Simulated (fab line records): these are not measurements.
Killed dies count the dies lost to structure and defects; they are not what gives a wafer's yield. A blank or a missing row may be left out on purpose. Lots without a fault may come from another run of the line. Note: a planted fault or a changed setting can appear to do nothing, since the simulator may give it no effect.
A struck lot beside a sound one    flow nandHarc    15 steps out of a route of 1159
Sound: wafers L433.2, L433.4, L433.6. Wafers L424.2, L424.3, L424.4 were the ones struck. The cause comes at the end.
Order at every step that has rows: each side's tool, ch and its chambers, its first start. Under that, the readings that differ: sound wafers    struck wafers    difference of the means    sigmas: that difference in standard deviations of wafers without a fault.
alike: readings whose means differ by less than 2 such deviations, and words and numbers that are the same on both sides. not compared: withheld readings, readings that some wafer has no value for, bounds like >300 that may hide the same value, and numbers for which the record gives no deviation and whose values overlap.
The two part at a step that has a row with sigmas, a row that says differs or no value, or rows on one side only. Non-overlapping numbers with no deviation appear without sigmas and do not part them. A reading missing from all wafers of one side parts the sides only when that side holds two or more wafers.

NHARC_THIN_TSV_GRIND_00:
  sound on grinder-01 ch 0, day 23 03:02; struck on grinder-01 ch 0, day 20 18:54
  alike: motorCurrentA
NHARC_THIN_TSV_CMP_01: polishes.
  sound on cmp-02 ch 1,2,3, day 23 04:06; struck on cmp-02 ch 0,1,3, day 20 19:58
  alike: motorCurrentA
NHARC_THIN_TSV_THK_MEAS_02: measures by ir.
  struck on filmMetro-01, day 20 20:12; sound on filmMetro-02, day 23 04:19
  alike: thkNm
then, 3 steps without rows for these wafers: NHARC_THIN_TSV_SRD_03; NHARC_THIN_TSV_PRECLEAN_41 (cleans in SC1); NHARC_THIN_TSV_SRD_42.
NHARC_THIN_TSV_DEP_43: deposits SiO2, target thk 1328.5 nm.
  sound on pecvd-03 ch 1,2, day 23 04:32; struck on pecvd-02 ch 0,2, day 20 20:28
  alike: chamberPressureTorr, throttleValvePct
then, 5 steps without rows for these wafers: NHARC_THIN_TSV_DEHYDRATE_04 (time 120 s); NHARC_THIN_TSV_HMDS_05 (time 30 s); NHARC_THIN_TSV_COAT_06; NHARC_THIN_TSV_SOFTBAKE_07 (time 95 s); NHARC_THIN_TSV_EBR_08.
NHARC_THIN_TSV_EXPOSE_09: exposes mask TSV.
  sound on krfScanner-01 ch 0, day 23 05:14; struck on krfScanner-03 ch 0, day 20 21:06
reading            sound                 struck                difference  sigmas
exposureDoseMJCm2  30.692 30.675 30.691  31.237 31.247 31.169  +0.532      +18
  alike: mask, focusOffsetNm
then, 1 step without rows for these wafers: NHARC_THIN_TSV_PEB_10 (peb time 85 s).
NHARC_END_SORT_01:
  sound on prober-01 ch 0, day 23 21:02; struck on prober-02 ch 0, day 21 15:42
  alike: defectLimitedYield, killedAtArray, killedAtOther, killedAtPeriphery, killedDies, killedOpen, killedShort, sort_bin_2_pct, sort_bin_3_pct, sort_bin_4_pct, sortNPass, sortRimYieldPct, sortYieldPct

## WHERE THEY PART
Within this record, at NHARC_THIN_TSV_EXPOSE_09 only. Later steps at which nothing parts them and some readings are alike: NHARC_END_SORT_01.

WHY: whatever the simulator had introduced
Process parameter drift: krfScanner-03, from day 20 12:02 on, at NHARC_THIN_TSV_EXPOSE_09. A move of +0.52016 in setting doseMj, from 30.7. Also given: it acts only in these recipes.
